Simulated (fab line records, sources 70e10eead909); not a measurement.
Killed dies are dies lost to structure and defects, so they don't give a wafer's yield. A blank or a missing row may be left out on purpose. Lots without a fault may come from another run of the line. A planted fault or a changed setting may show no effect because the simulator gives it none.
A struck lot beside a sound one | flow nand_harc | 15 steps out of a route of 1159
Sound: wafers L457.1, L457.5, L457.6. Struck: wafers L461.1, L461.3, L461.5. The cause comes at the end.
At each step with rows: each side's tool, then ch and its chambers, then its first start. Under that, the readings that differ: sound wafers | struck wafers | difference of the means | sigmas: that difference in standard deviations of wafers without a fault.
alike: readings whose means differ by less than 2 such deviations, and words and numbers that are the same on both sides. not compared: withheld readings, readings that some wafer has no value for, bounds like >300 that may hide the same value, and numbers for which the record gives no deviation and whose values overlap.
The two part at a step that has a row with sigmas, a row that says differs or no value, or rows on one side only. Numbers that don't overlap but have no deviation are shown without sigmas and don't part them. A reading that every wafer of one side lacks parts them only if that side has two wafers or more.

NHARC_A_BONDPAD_OVL_MEAS_35:
  sound on overlay-02, day 19 19:44; struck on overlay-02, day 20 20:16
  reading           | sound | struck   | difference | sigmas
  overlay_x_nm (nm) | 5 5 5 | -8 -9 -9 | -14        | -3
  alike: overlay_y_nm
then, 1 step without rows for these wafers: NHARC_A_BONDPAD_HARDBAKE_10 (time 65 s).
NHARC_A_BONDPAD_DESCUM_11: chemistry O2, time 3 s.
  sound on rie_diel-04 ch 0,3, day 19 19:52; struck on rie_diel-04 ch 0,2, day 20 20:24
  alike: drypump_motor_current_A, oes_product_au, rf_vpp_V, showerhead_plenum_p_Torr, throttle_valve_pct
  not compared: rf_hours_counter_h
NHARC_A_BONDPAD_ETCH_34: etches the open film in N2/H2, target depth 60 nm, overetch 18 nm, time 65.91 s.
  sound on rie_diel-04 ch 1,2, day 19 19:58; struck on rie_diel-04 ch 0,1,3, day 20 20:30
  reading               | sound             | struck            | difference | sigmas
  oes_product_au (a.u.) | 1.016 0.986 1.020 | 0.992 0.982 0.976 | -0.024     | -2
  alike: drypump_motor_current_A, rf_vpp_V, showerhead_plenum_p_Torr, throttle_valve_pct
  not compared: rf_hours_counter_h
then, 1 step without rows for these wafers: NHARC_A_BONDPAD_ETCH_12 (etches the open film in CHF3/O2, target depth 220 nm, time 110 s).
NHARC_A_BONDPAD_CD_MEAS_13:
  sound on cd_sem-01, day 19 20:11; struck on cd_sem-03, day 20 20:43
  alike: cd_nm
NHARC_A_BONDPAD_STRIP_15: strips in O2.
  sound on rie_diel-05 ch 0,3, day 19 20:17; struck on rie_diel-04 ch 0,1, day 20 20:47
  alike: drypump_motor_current_A, oes_product_au, rf_vpp_V, showerhead_plenum_p_Torr, throttle_valve_pct
  not compared: rf_hours_counter_h
NHARC_A_BONDPAD_ETCH_24: etches the open film in CF4/N2, target depth 30 nm, time 72.99 s.
  sound on rie_diel-05 ch 0,1,3; struck on rie_diel-04 ch 0,2,3
  alike: drypump_motor_current_A, oes_product_au, rf_vpp_V, showerhead_plenum_p_Torr, throttle_valve_pct
  not compared: rf_hours_counter_h
then, 3 steps without rows for these wafers: NHARC_A_BONDPAD_STRIP_16 (strips in post etch residue remover, time 600 s); NHARC_A_BONDPAD_DEGAS_25 (time 60 s); NHARC_A_BONDPAD_PRE_CLEAN_26 (time 30 s).
NHARC_A_BONDPAD_PVD_17: deposits TaN, target thk 5 nm, time 8.06 s.
  sound on pvd_sputter-03; struck on pvd_sputter-01
  alike: bias_v, cathode_dc_power_W, throttle_valve_pct
NHARC_A_BONDPAD_PVD_27: deposits Cu, target thk 30 nm, time 20.49 s.
  sound on pvd_sputter-03, day 19 21:03; struck on pvd_sputter-01, day 20 21:35
  no value came back on the struck wafers for cathode_dc_power_W (W), chamber_pressure_pa (Pa), throttle_valve_pct (%); on the sound wafers cathode_dc_power_W (W) reads 4999.3 4999.9 4999.7
then, 1 step without rows for these wafers: NHARC_A_BONDPAD_ECD_18 (material Cu, target thk 400 nm).
NHARC_END_SORT_01:
  sound on prober-02 ch 0, day 21 22:52; struck on prober-02 ch 0, day 22 03:31
  reading                  | sound | struck         | difference | sigmas
  defect_limited_yield (%) | 95.3  | 0 0 0          | -95        | -60
  killed_at_array          | 28    | 671 674 674    | +645       | +59
  killed_dies              | 32    | 677 677 677    | +645       | +59
  sort_bin_2_pct (%)       | 1.5   | 96.6 96.0 98.1 | +95.4      | +99 or more
  sort_n_pass              | 645   | 0 0 0          | -645       | -59
  sort_rim_yield_pct (%)   | 98.1  | 0 0 0          | -98        | -43
  sort_yield_pct (%)       | 95.3  | 0 0 0          | -95        | -60
  alike: killed_at_other, killed_at_periphery, killed_open, killed_short, sort_bin_3_pct, sort_bin_4_pct

WHERE THEY PART
First at NHARC_A_BONDPAD_OVL_MEAS_35; last, within this record, at NHARC_END_SORT_01.

WHY: what the simulator had put in
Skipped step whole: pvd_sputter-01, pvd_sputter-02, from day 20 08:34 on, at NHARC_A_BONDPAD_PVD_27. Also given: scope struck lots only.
